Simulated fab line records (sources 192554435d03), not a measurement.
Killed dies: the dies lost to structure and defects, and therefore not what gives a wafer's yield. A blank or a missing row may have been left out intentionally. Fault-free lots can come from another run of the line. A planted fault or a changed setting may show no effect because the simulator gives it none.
fab line records	flow n5Finfet
record: lots: 6	wafers: 18	lastDay: 20
route steps=1938 shown BEOL_M1@782 BEOL_M4@1111 PASSIVATION@1936
lots with no fault: from the same line, run without faults
startH: hours from the record's opening day to when the first of the lot's shown wafers began	waitH: hours elapsed since this lot's preceding step	" same as the row above	L1.1+2: a single row standing in for several wafers	- no value, or no start was given	* or withheld: withheld	< > ~ a bound
route shown NAME@n: a module of which the file shows steps, and the number in the route of the first	usual: average and standard deviation across the fault-free wafers	same: alike in all rows	chamber/n: place in a boat	sites: per-site readings	_std_site: how widely they spread, as a standard deviation	_edge_site: mean of outer sites minus mean of inner sites	radiusMm: how far each site lies from the wafer's centre	mask NAME#n: copy n	behind: tool/chamber where the wafer was last shaped	hold: the reason the lot was held/the length of the hold in hours/how it ended	device: which transistor (n, p or np) failed to switch	end of line: the tests these same wafers got at the end of their route	a step with no rows: only its recipe	killed: dies lost to structure and defects at the first sort, not the wafer's yield	map: dies across one wafer; x = killed, . = not, _ = none there
set.NAME: the run value of the setting; set.NAME@STEP: its run value at that earlier step	model.NAME: the simulator's own value behind a step, which no gauge read
lots seen at some steps along the route; tables by step, rows by wafer
services: a tool's chamber out of use, with start hour (startH, from the record's first day; less than 0 if before it), hours out, and reason
== steps ==
step: N5_BEOL_M1_SOFTBAKE_23
recipe: tempC: 110	timeS: 60	resist: CAR-EUV
step: N5_BEOL_M1_EXPOSE_25
recipe: maskId: V0	na: 0.33	sourceShape: quasar	sigmaInner: 0.2	sigmaOuter: 0.8	polarization: unpolarized	defocusNm: 5	targetCdNm: 24	doseMj: 63
step: N5_BEOL_M1_PEB_26
recipe: pebTempC: 100	pebTimeS: 60	resist: CAR-EUV
step: N5_BEOL_M1_DEVELOP_27
recipe: developTimeS: 30	developer: TMAH	resist: CAR-EUV	rinseLiquid: surfactantRinse	dry: airSpin	devTempC: 23
step: N5_BEOL_M1_CD_MEAS_28
recipe: landingEnergyEv: 500	detector: seInlens	targetCdYNm: 23.3
usual: cdNm: 23.98/0.23
lot.wafer	tool	chamber	startH	waitH	cdNm
L792.1	cdSem-03	0	140.57	-	24.06
L792.2	"	0	"	"	23.96
L792.6	"	0	"	"	24.04
L803.1	cdSem-02	0	200.82	-	24.13
L803.2	"	0	"	"	24.01
L803.6	"	0	"	"	23.72
L804.1	cdSem-01	0	210.35	-	23.83
L804.2	"	0	"	"	24.13
L804.4	"	0	"	"	24.13
L809.1	cdSem-03	0	238.13	-	24.49
L809.2	"	0	"	"	23.72
L809.4	"	0	"	"	24.30
L811.4	cdSem-01	0	252.89	-	23.83
L811.5	"	0	"	"	24.11
L811.6	"	0	"	"	24.10
L813.1	cdSem-02	0	261.07	-	24.30
L813.2	"	0	"	"	23.99
L813.4	"	0	"	"	24.18
step: N5_BEOL_M1_OVL_MEAS_29
recipe: pointsPerWafer: 522
usual: V0_OVL: 0.3/0.71
lot.wafer	tool	chamber	startH	waitH	V0_OVL[nm]
L792.1	overlay-02	0	140.60	0.0	1.1
L792.2	"	0	"	"	1.0
L792.6	"	0	"	"	1.2
L803.1	overlay-01	0	200.85	0.0	0.2
L803.2	"	0	"	"	0.6
L803.6	"	0	"	"	-0.2
L804.1	overlay-02	0	210.38	0.0	0.2
L804.2	"	0	"	"	0.2
L804.4	"	0	"	"	-0.7
L809.1	overlay-01	0	238.16	0.0	-0.9
L809.2	"	0	"	"	-0.9
L809.4	"	0	"	"	-1.0
L811.4	overlay-02	0	252.94	0.0	-0.1
L811.5	"	0	"	"	0.0
L811.6	"	0	"	"	-0.4
L813.1	overlay-02	0	261.10	0.0	0.0
L813.2	"	0	"	"	0.6
L813.4	"	0	"	"	0.5
step: N5_BEOL_M1_INSPECT_30
recipe: mode: adi	inspectInstrument: brightfield
usual: rawDefectCount: 410/110
lot.wafer	tool	chamber	startH	waitH	rawDefectCount
L792.1	defectInspect-01	-	140.66	0.1	322
L792.2	"	-	"	"	356
L792.6	"	-	"	"	451
L803.1	defectInspect-01	-	200.90	0.1	269
L803.2	"	-	"	"	348
L803.6	"	-	"	"	306
L804.1	defectInspect-02	-	210.44	0.1	459
L804.2	"	-	"	"	433
L804.4	"	-	"	"	521
L809.1	defectInspect-02	-	238.22	0.1	341
L809.2	"	-	"	"	433
L809.4	"	-	"	"	535
L811.4	defectInspect-02	-	252.98	0.0	447
L811.5	"	-	"	"	455
L811.6	"	-	"	"	401
L813.1	defectInspect-01	-	261.16	0.1	595
L813.2	"	-	"	"	439
L813.4	"	-	"	"	599
step: N5_BEOL_M1_DESCUM_33
recipe: chemistry: O2	timeS: 7	sourcePowerW: 50	biasPowerW: 20	pressureMtorr: 20	rfFrequencyHz: 2.712e+07	tempC: 40	resist: CAR-EUV	o2FlowSccm: 225
usual: drypumpMotorCurrentA: 5.6/0.42	oesProductAu: 0.79/0.078	rfVppV: 242.8/1.3	showerheadPlenumPTorr: 2.08/0.068	throttleValvePct: 20.51/0.23
lot.wafer	tool	chamber	startH	waitH	drypumpMotorCurrentA	oesProductAu	rfHoursCounterH	rfVppV	showerheadPlenumPTorr	throttleValvePct
L792.1	rieDiel-05	1	140.73	0.1	5.9	0.90	39	244.9	2.24	20.70
L792.2	"	2	"	"	5.5	0.78	129	244.4	2.04	20.62
L792.6	"	2	"	"	5.5	0.78	-	241.2	2.04	20.62
L803.1	rieDiel-01	1	200.94	0.0	6.1	0.71	208	243.9	2.18	20.56
L803.2	"	3	"	"	6.3	0.89	35	242.9	2.02	20.23
L803.6	"	1	"	"	6.1	0.71	-	243.8	2.18	20.55
L804.1	rieDiel-05	1	210.48	0.0	5.9	0.87	59	242.8	2.23	20.75
L804.2	"	2	"	"	5.5	0.77	147	242.8	2.03	20.66
L804.4	"	0	"	"	4.7	0.70	202	245.5	2.17	20.71
L809.1	rieDiel-04	1	238.26	0.0	5.7	0.83	75	242.6	2.04	20.57
L809.2	"	0	"	"	5.8	0.69	235	243.4	2.05	20.62
L809.4	"	3	"	"	5.8	0.69	239	242.4	2.07	20.87
L811.4	rieDiel-04	2	253.03	0.0	5.5	0.75	-	242.1	1.99	20.18
L811.5	"	0	"	"	5.8	0.69	-	243.6	2.05	20.64
L811.6	"	1	"	"	5.7	0.84	-	241.0	2.04	20.58
L813.1	rieDiel-04	1	262.37	1.2	5.7	0.83	85	242.2	2.04	20.58
L813.2	"	0	"	"	5.8	0.69	245	243.5	2.05	20.63
L813.4	"	0	"	"	5.8	0.69	-	242.7	2.05	20.65
step: N5_BEOL_M1_ETCH_77
recipe: chemistry: N2/H2	target: underlayer	targetDepthA: 65	maskMaterial: CAR-EUV	timeS: 5.2	ionEnergyEv: 200	pressureMtorr: 30	sourceW: 840	biasW: 150	n2FlowSccm: 200	h2FlowSccm: 200	ends: cleared
usual: biasW: 149.9/0.48	drypumpMotorCurrentA: 5.6/0.42	etchRfOnTimeS: 5.16/0.1	oesProductAu: 0.67/0.064	rfVppV: 523.4/2.3	showerheadPlenumPTorr: 2.52/0.08	throttleValvePct: 17.93/0.24
lot.wafer	tool	chamber	startH	waitH	biasW	drypumpMotorCurrentA	etchRfOnTimeS	oesProductAu	rfHoursCounterH	rfVppV	showerheadPlenumPTorr	throttleValvePct
L792.1	rieDiel-05	1	140.76	0.0	150.5	5.9	5.10	0.77	39	529.3	2.70	18.11
L792.2	"	2	"	"	149.5	5.5	5.13	0.67	129	521.2	2.43	17.67
L792.6	"	2	"	"	149.1	5.5	5.04	0.67	-	520.0	2.43	17.69
L803.1	rieDiel-01	1	200.97	0.0	149.5	6.2	4.92	0.62	208	525.5	2.62	17.85
L803.2	"	3	"	"	149.7	6.3	5.26	0.76	35	524.9	2.47	17.68
L803.6	"	1	"	"	149.0	6.1	4.86	0.62	-	524.9	2.62	17.87
L804.1	rieDiel-05	1	210.51	0.0	150.5	5.9	5.05	0.75	59	525.2	2.69	18.14
L804.2	"	2	"	"	150.0	5.5	5.03	0.66	147	523.0	2.42	17.70
L804.4	"	0	"	"	149.8	4.7	5.18	0.61	202	526.7	2.65	18.13
L809.1	rieDiel-04	1	238.29	0.0	150.2	5.7	5.19	0.71	75	521.6	2.47	17.94
L809.2	"	0	"	"	149.4	5.8	5.24	0.59	235	523.1	2.52	18.21
L809.4	"	3	"	"	150.3	5.9	5.14	0.60	239	523.3	2.51	18.25
L811.4	rieDiel-04	2	253.05	0.0	150.1	5.5	5.17	0.64	-	521.2	2.43	17.60
L811.5	"	0	"	"	149.8	5.8	5.21	0.59	-	521.9	2.51	18.26
L811.6	"	1	"	"	150.3	5.8	5.14	0.70	-	521.9	2.47	17.94
L813.1	rieDiel-04	1	262.40	0.0	149.3	5.7	5.17	0.70	85	520.2	2.46	17.97
L813.2	"	0	"	"	150.2	5.8	5.20	0.58	245	524.4	2.51	18.25
L813.4	"	0	"	"	150.5	5.8	5.19	0.58	-	521.1	2.51	18.25
step: N5_BEOL_M1_ETCH_69
recipe: chemistry: CF4	target: SiARC	targetDepthA: 156	maskMaterial: CAR-EUV	timeS: 26	ionEnergyEv: 80	pressureMtorr: 40	sourceW: 545	biasW: 36	Ar_flow_sccm: 100	cf4FlowSccm: 100	ends: cleared
usual: biasW: 36.00/0.11	drypumpMotorCurrentA: 5.6/0.42	etchRfOnTimeS: 25.8/0.43	oesProductAu: 0.67/0.065	rfVppV: 183.9/1.1	showerheadPlenumPTorr: 2.13/0.058	throttleValvePct: 15.70/0.22
lot.wafer	tool	chamber	startH	waitH	biasW	drypumpMotorCurrentA	etchRfOnTimeS	oesProductAu	rfHoursCounterH	rfVppV	showerheadPlenumPTorr	throttleValvePct
L792.1	rieDiel-05	1	140.78	0.0	36.01	5.9	25.4	0.78	39	186.9	2.27	15.72
L792.2	"	2	"	"	36.11	5.5	25.4	0.67	129	182.1	2.07	15.63
L792.6	"	2	"	"	35.89	5.5	25.4	0.67	-	184.3	2.07	15.65
L803.1	rieDiel-01	1	200.99	0.0	35.68	6.1	24.5	0.62	208	186.3	2.19	15.59
L803.2	"	3	"	"	35.92	6.3	26.4	0.76	35	182.1	2.11	15.61
L803.6	"	1	"	"	35.98	6.2	24.6	0.62	-	184.0	2.20	15.57
L804.1	rieDiel-05	1	210.53	0.0	35.99	5.9	25.3	0.75	59	183.6	2.26	15.76
L804.2	"	2	"	"	36.00	5.5	25.5	0.65	147	182.6	2.07	15.68
L804.4	"	0	"	"	36.00	4.7	25.9	0.61	202	184.0	2.21	15.85
L809.1	rieDiel-04	1	238.31	0.0	36.15	5.7	25.9	0.71	75	184.0	2.08	15.58
L809.2	"	0	"	"	35.97	5.8	26.5	0.58	235	183.6	2.12	15.94
L809.4	"	3	"	"	36.01	5.8	26.0	0.60	239	184.4	2.13	16.12
L811.4	rieDiel-04	2	253.09	0.0	35.85	5.5	25.9	0.65	-	183.5	2.06	15.55
L811.5	"	0	"	"	35.93	5.8	26.3	0.58	-	185.0	2.12	15.97
L811.6	"	1	"	"	35.91	5.7	25.9	0.71	-	183.6	2.08	15.59
L813.1	rieDiel-04	1	262.42	0.0	36.11	5.7	25.9	0.71	85	184.1	2.08	15.61
L813.2	"	0	"	"	36.09	5.8	26.0	0.58	245	183.3	2.11	15.97
L813.4	"	0	"	"	35.96	5.8	26.1	0.58	-	182.8	2.12	15.98
step: N5_BEOL_M1_ALD_98
recipe: material: SiO2	targetThkA: 25	tempC: 100	aldPrecursorFamily: BDEAS	aldCoReactant: O2-plasma	pulseTimeS: 1	coReactantPulseTimeS: 1	purgeTimeS: 2	coReactantPurgeTimeS: 2	aldCycles: 17	pressureTorr: 2
usual: heaterPowerW: 78/7.1	precursorPulseHeightRel: 1.002/0.023
lot.wafer	tool	chamber	startH	waitH	heaterPowerW	precursorPulseHeightRel
L792.1	aldSin-02	2	140.91	0.1	72	0.995
L792.2	"	1	"	"	81	0.962
L792.6	"	3	"	"	83	0.965
L803.1	aldSin-03	0	201.07	0.1	65	0.978
L803.2	"	2	"	"	87	0.991
L803.6	"	1	"	"	83	0.987
L804.1	aldSin-02	3	210.61	0.1	86	0.979
L804.2	"	0	"	"	71	1.011
L804.4	"	2	"	"	68	0.997
L809.1	aldSin-04	3	238.39	0.1	69	1.029
L809.2	"	1	"	"	86	1.014
L809.4	"	2	"	"	84	1.023
L811.4	aldSin-02	1	253.14	0.0	79	1.007
L811.5	"	2	"	"	68	1.007
L811.6	"	1	"	"	78	1.005
L813.1	aldSin-04	1	262.50	0.1	90	1.027
L813.2	"	0	"	"	75	0.983
L813.4	"	3	"	"	67	0.987
step: N5_BEOL_M1_ETCHBACK_99
recipe: chemistry: CHF3	target: SiO2	targetDepthA: 50	timeS: 10.4	sourceW: 215	biasW: 47	Ar_flow_sccm: 200	CHF3_flow_sccm: 12	ionEnergyEv: 100	pressureMtorr: 30
usual: biasW: 47.00/0.16	drypumpMotorCurrentA: 5.8/0.47	oesProductAu: 0.80/0.081	rfVppV: 240/5.2	showerheadPlenumPTorr: 2.15/0.054	throttleValvePct: 17.11/0.2
lot.wafer	tool	chamber	startH	waitH	biasW	drypumpMotorCurrentA	oesProductAu	rfHoursCounterH	rfVppV	showerheadPlenumPTorr	throttleValvePct
L792.1	rieDiel-01	2	150.14	9.2	46.91	5.1	0.87	39	238	2.18	16.80
L792.2	"	1	"	"	47.10	6.1	0.73	193	242	2.20	16.92
L792.6	"	2	"	"	46.93	5.1	0.87	-	241	2.18	16.81
L803.1	rieDiel-01	2	219.85	18.7	46.96	5.1	0.85	60	239	2.18	16.83
L803.2	"	3	"	"	46.79	6.3	0.88	41	238	2.13	17.17
L803.6	"	2	"	"	47.06	5.1	0.85	-	240	2.18	16.85
L804.1	rieDiel-01	1	236.03	25.4	47.01	6.2	0.70	220	241	2.19	16.97
L804.2	"	2	"	"	46.88	5.1	0.83	65	240	2.17	16.85
L804.4	"	0	"	"	46.97	6.1	0.94	5	253	2.21	17.15
L809.1	rieDiel-04	1	254.77	16.3	47.13	5.8	0.83	81	239	2.08	17.05
L809.2	"	2	"	"	47.19	5.5	0.75	151	229	2.07	17.01
L809.4	"	2	"	"	47.03	5.5	0.75	-	231	2.07	17.01
L811.4	rieDiel-04	2	269.46	16.3	47.03	5.5	0.75	158	229	2.07	17.01
L811.5	"	3	"	"	46.74	5.8	0.70	-	243	2.14	17.56
L811.6	"	0	"	"	46.74	5.8	0.68	-	244	2.11	17.38
L813.1	rieDiel-04	1	274.47	11.9	47.02	5.8	0.82	89	239	2.08	17.08
L813.2	"	2	"	"	46.86	5.5	0.74	159	229	2.07	17.03
L813.4	"	3	"	"	46.82	5.8	0.70	245	243	2.14	17.59
step: N5_BEOL_M1_ETCH_70
recipe: chemistry: N2/H2	target: SOC	targetDepthA: 800	overetchA: 160	maskMaterial: SiARC	tempC: 40	timeS: 120	ionEnergyEv: 200	pressureMtorr: 30	sourceW: 840	biasW: 150	n2FlowSccm: 200	h2FlowSccm: 200
usual: biasW: 149.9/0.48	drypumpMotorCurrentA: 5.8/0.47	oesProductAu: 0.61/0.062	rfVppV: 523.9/2.1	showerheadPlenumPTorr: 2.54/0.08	throttleValvePct: 17.85/0.23
lot.wafer	tool	chamber	startH	waitH	biasW	drypumpMotorCurrentA	oesProductAu	rfHoursCounterH	rfVppV	showerheadPlenumPTorr	throttleValvePct	model.SiARC_of_BEOL_M1_COAT_68.thkNm
L792.1	rieDiel-01	2	150.17	0.0	149.3	5.1	0.65	39	524.4	2.60	17.66	6.4
L792.2	"	1	"	"	150.0	6.2	0.55	193	526.8	2.63	17.79	6
L792.6	"	2	"	"	149.8	5.1	0.66	-	525.4	2.60	17.65	6.4
L803.1	rieDiel-01	2	219.89	0.0	149.9	5.1	0.64	60	525.2	2.59	17.70	3.4
L803.2	"	3	"	"	150.6	6.3	0.67	41	522.5	2.47	17.65	3.8
L803.6	"	2	"	"	149.5	5.1	0.64	-	524.2	2.59	17.67	3.6
L804.1	rieDiel-01	1	236.06	0.0	149.6	6.2	0.53	220	527.3	2.61	17.84	2.8
L804.2	"	2	"	"	150.5	5.1	0.63	65	524.1	2.59	17.70	3.4
L804.4	"	0	"	"	149.3	6.2	0.72	5	525.5	2.62	17.98	2.8
L809.1	rieDiel-04	1	254.80	0.0	150.4	5.7	0.64	81	522.9	2.47	17.90	6.4
L809.2	"	2	"	"	150.2	5.5	0.58	151	520.7	2.43	17.56	6.6
L809.4	"	2	"	"	149.8	5.5	0.58	-	521.0	2.43	17.55	6.6
L811.4	rieDiel-04	2	269.49	0.0	149.9	5.5	0.58	158	521.2	2.42	17.57	6.6
L811.5	"	3	"	"	149.5	5.8	0.54	-	523.7	2.51	18.22	6.2
L811.6	"	0	"	"	150.1	5.8	0.52	-	522.7	2.51	18.22	6.4
L813.1	rieDiel-04	1	274.51	0.0	149.8	5.7	0.63	89	521.1	2.46	17.91	6.4
L813.2	"	2	"	"	149.4	5.5	0.57	160	521.5	2.42	17.59	6.6
L813.4	"	3	"	"	150.9	5.8	0.54	245	522.8	2.51	18.22	6.4
step: N5_BEOL_M1_STRIP_71
recipe: chemistry: N2/H2	tempC: 40	n2FlowSccm: 200	h2FlowSccm: 200	rfFrequencyHz: 6e+07
step: N5_BEOL_M1_STRIP_78
recipe: chemistry: N2/H2	tempC: 40	n2FlowSccm: 200	h2FlowSccm: 200	rfFrequencyHz: 6e+07
step: N5_BEOL_M1_VIA_ETCH_34
recipe: chemistry: C4F6/O2	targetDepthA: 678	maskMaterial: SOC	pressureMtorr: 15	ionEnergyEv: 250	taperDeg: 4	timeS: 64.4	sourceW: 350	biasW: 170	Ar_flow_sccm: 300	C4F6_flow_sccm: 10	O2_flow_sccm: 10
usual: C4F6_flow_sccm: 10.005/0.026	biasW: 170.1/0.5	drypumpMotorCurrentA: 5.8/0.47	oesProductAu: 0.80/0.082	rfVppV: 664/14	showerheadPlenumPTorr: 2.84/0.069	throttleValvePct: 30.81/0.27
lot.wafer	tool	chamber	startH	waitH	C4F6_flow_sccm	biasW	drypumpMotorCurrentA	oesProductAu	rfHoursCounterH	rfVppV	showerheadPlenumPTorr	throttleValvePct	model.BEOL_M1.cdNm
L792.1	rieDiel-01	2	150.27	0.0	9.978	170.2	5.1	0.86	40	664	2.88	30.42	18.6
L792.2	"	1	"	"	10.015	169.5	6.1	0.72	193	665	2.91	30.42	18.4
L792.6	"	2	"	"	9.995	170.3	5.1	0.88	-	663	2.88	30.42	18.6
L803.1	rieDiel-01	2	219.99	0.0	9.991	170.3	5.1	0.83	60	663	2.87	30.42	19.8
L803.2	"	3	"	"	10.038	170.8	6.3	0.88	41	659	2.81	30.98	19.4
L803.6	"	2	"	"	10.031	169.8	5.1	0.83	-	664	2.87	30.42	19.6
L804.1	rieDiel-01	1	236.16	0.0	10.031	170.0	6.1	0.71	220	665	2.90	30.45	19.4
L804.2	"	2	"	"	10.006	169.4	5.1	0.83	65	663	2.87	30.44	20
L804.4	"	0	"	"	10.037	169.7	6.1	0.95	5	695	2.92	31.05	19.2
L809.1	rieDiel-04	1	254.90	0.0	10.040	170.5	5.7	0.83	81	660	2.76	30.97	18
L809.2	"	2	"	"	10.048	170.5	5.5	0.75	151	634	2.74	30.60	18
L809.4	"	2	"	"	10.019	170.4	5.5	0.75	-	635	2.74	30.60	18.6
L811.4	rieDiel-04	2	269.59	0.0	10.008	169.9	5.5	0.74	158	634	2.74	30.60	18
L811.5	"	3	"	"	10.064	170.1	5.9	0.70	-	672	2.82	31.18	18
L811.6	"	0	"	"	10.017	170.8	5.8	0.68	-	672	2.79	30.99	18
L813.1	rieDiel-04	1	274.61	0.0	9.989	170.2	5.7	0.83	89	659	2.75	30.98	18
L813.2	"	2	"	"	10.028	170.5	5.5	0.75	160	634	2.73	30.61	17.4
L813.4	"	3	"	"	10.030	169.8	5.8	0.70	245	671	2.82	31.20	17.8
step: N5_BEOL_M1_STRIP_83
recipe: chemistry: C4F6/O2	resist: SiARC	rfFrequencyHz: 6e+07
step: N5_BEOL_M4_RC_MEAS_101
usual: DIBL_N: 36.3/1.6	DIBL_P: 36.4/2.1	IOFF_N: 0.16/0.032	IOFF_P: 0.22/0.044	ION_N: 675/12	ION_P: 463/8.3	SS_N: 71.6/0.64	SS_P: 73.3/0.67	VT_N: 250/3.3	VT_P: -250/3.7
lot.wafer	tool	chamber	startH	waitH	DIBL_N[mV/V]	DIBL_P[mV/V]	IOFF_N[nA/um]	IOFF_P[nA/um]	ION_N[uA/um]	ION_P[uA/um]	SS_N[mV/dec]	SS_P[mV/dec]	VT_N[mV]	VT_P[mV]
L792.1	prober-01	0	208.95	0.0	37.6	37.9	0.16	0.19	675	458	71.7	73.6	249	-254
L792.2	"	0	"	"	39.2	40.5	0.20	0.24	690	467	72.1	74.4	246	-247
L792.6	"	0	"	"	34.9	35.7	0.13	0.17	667	453	71.4	73.2	254	-254
L803.1	prober-01	0	291.12	0.0	37.7	38.8	0.21	0.25	681	462	72.8	74.3	245	-247
L803.2	"	0	"	"	39.5	42.2	0.26	0.33	704	480	73.4	74.9	245	-244
L803.6	"	0	"	"	36.5	38.8	0.19	0.25	693	476	72.3	73.4	247	-248
L804.1	prober-02	0	300.26	0.0	35.5	35.0	0.14	0.19	671	459	71.4	72.9	250	-247
L804.2	"	0	"	"	38.9	39.4	0.20	0.25	672	458	72.8	73.9	248	-247
L804.4	"	0	"	"	37.8	37.6	0.18	0.23	685	468	72.6	73.3	249	-248
L809.1	prober-02	0	317.05	0.0	37.7	37.0	0.15	0.18	685	463	71.4	73.3	250	-256
L809.2	"	0	"	"	36.0	35.4	0.13	0.17	678	459	71.3	72.8	251	-254
L809.4	"	0	"	"	34.7	33.3	0.10	0.13	648	443	71.1	72.2	258	-259
L811.4	prober-02	0	351.32	0.5	38.6	37.5	0.16	0.21	666	452	72.7	73.7	254	-253
L811.5	"	0	"	"	37.3	37.4	0.15	0.22	668	458	71.8	73.0	251	-251
L811.6	"	0	"	"	36.7	34.2	0.13	0.17	665	452	71.3	72.2	257	-254
L813.1	prober-01	0	381.10	0.0	36.1	35.0	0.16	0.21	677	464	72.1	72.6	251	-249
L813.2	"	0	"	"	37.0	36.6	0.17	0.23	676	468	72.2	73.1	249	-247
L813.4	"	0	"	"	36.2	36.2	0.16	0.23	686	473	71.7	72.7	248	-250
step: N5_PASSIVATION_PROBE_49
usual: defectLimitedYield: 91.4/1.2	killed_at_M0_to_M3: 35/11	killed_at_M4_up: 14/6	killedAtContacts: 12/6.7	killedAtFrontEnd: 37/9.7	killedAtOther: 3.5/2.5	killedDies: 102/15	killedOpen: 67/12	killedShort: 33/7.3	sort_bin_5_function: 5.1/0.81	sort_bin_6_memory: 3.2/0.65	sortNPass: 1078/15	sortYieldPct: 91.4/1.2
same: grossDies: 1180	killedAtBackSide: 0	sort_bin_4_leakage[%]: 0	sort_bin_8_speed[%]: 0
lot.wafer	tool	chamber	startH	waitH	defectLimitedYield[%]	killed_at_M0_to_M3	killed_at_M4_up	killedAtContacts	killedAtFrontEnd	killedAtOther	killedDies	killedOpen	killedShort	sort_bin_5_function[%]	sort_bin_6_memory[%]	sortNPass	sortYieldPct[%]
L809.1	prober-01	-	430.05	0.0	92.0	29	12	16	36	1	94	62	31	5.3	2.5	1086	92.0
L809.2	prober-01	-	430.10	0.1	91.0	32	11	20	42	1	106	72	32	5.8	2.9	1074	91.0
L809.4	prober-01	-	430.20	0.2	90.8	40	20	12	33	3	108	50	56	5.0	3.5	1072	90.8
killed by level:class
L809.1 MOL_CONTACT_COAG:geometricParticle:open=13 BEOL_M1:geometricParticle:open=9 GATE_CUT:geometricParticle:short=7 BEOL_M1:geometricParticle:short=7 FIN_SAQP:geometricParticle:open=5 BEOL_M0_SAQP:geometricParticle:open=5 STARTING-WAFER:geometricParticle:open=5 FIN_SAQP:geometricParticle:short=4
L809.2 MOL_CONTACT_COAG:geometricParticle:open=17 STI_FIN_REVEAL:geometricParticle:open=9 FIN_SAQP:geometricParticle:open=8 DUMMY_GATE:geometricParticle:open=8 BEOL_M0_SAQP:geometricParticle:short=5 BEOL_M2:geometricParticle:open=5 BEOL_M3:geometricParticle:short=5 BEOL_M0_SAQP:geometricParticle:open=4
L809.4 MOL_CONTACT_COAG:geometricParticle:open=8 BEOL_M0_SAQP:geometricParticle:short=7 BEOL_M1:geometricParticle:short=7 BEOL_M0_SAQP:geometricParticle:open=6 BEOL_M1:geometricParticle:open=6 BEOL_M3:geometricParticle:open=6 FIN_SAQP:geometricParticle:short=4 GATE_CUT:geometricParticle:open=4
== services ==
tool	chamber	startH	hours	kind
rieDiel-01	0	117.38	36.7	repair
rieDiel-01	3	160.50	4.9	repair
aldSin-02	-	176.76	14.0	pm
aldSin-02	0	176.76	14.0	ventCycle
aldSin-02	1	176.76	14.0	ventCycle
aldSin-02	2	176.76	14.0	ventCycle
aldSin-02	3	176.76	14.0	ventCycle
aldSin-02	0	190.76	-	clean
aldSin-02	1	190.76	-	clean
aldSin-02	2	190.76	-	clean
aldSin-03	2	191.18	3.0	repair
rieDiel-01	0	198.60	-	clean
rieDiel-01	0	198.60	-	consumableReplace:focusRing
rieDiel-01	0	198.60	23.9	scheduledDown
rieDiel-01	0	198.60	23.9	ventCycle
rieDiel-04	2	222.58	4.9	repair
rieDiel-05	-	223.92	0.2	repair
rieDiel-01	-	240.37	5.9	repair
aldSin-04	2	248.89	8.2	repair
aldSin-03	0	252.23	4.6	repair
rieDiel-01	2	252.91	26.0	repair
rieDiel-01	-	253.32	6.4	repair
aldSin-02	1	267.87	7.1	repair
aldSin-03	-	268.25	14.0	pm
== key ==
firstSign none at tools or gauges
modelEffect: step: N5_BEOL_M1_ETCH_70	value: SiARC_of_BEOL_M1_COAT_68.thkNm	without: 6.267	struck: 3.3
modelEffect: step: N5_BEOL_M1_VIA_ETCH_34	value: BEOL_M1.cdNm	without: 18.37	struck: 19.57
metAt N5_BEOL_M1_ETCH_70
struckWafers L803.1,L803.2,L803.6,L804.1,L804.2,L804.4
rowsEnd L803.1,L803.2,L803.6,L804.1,L804.2,L804.4
onsetBetween 150.17 219.89
alsoFits N5_BEOL_M1_ETCHBACK_99:rieDiel-01
fault: kind: processParameterDrift	tool: rieDiel-01	chamber: -	onsetH: 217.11	steps: N5_BEOL_M1_ETCH_70	channel: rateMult	offset: 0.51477	shape: step
rowsEnd: these wafers met a further fault down the route, and their rows from its step on are left out
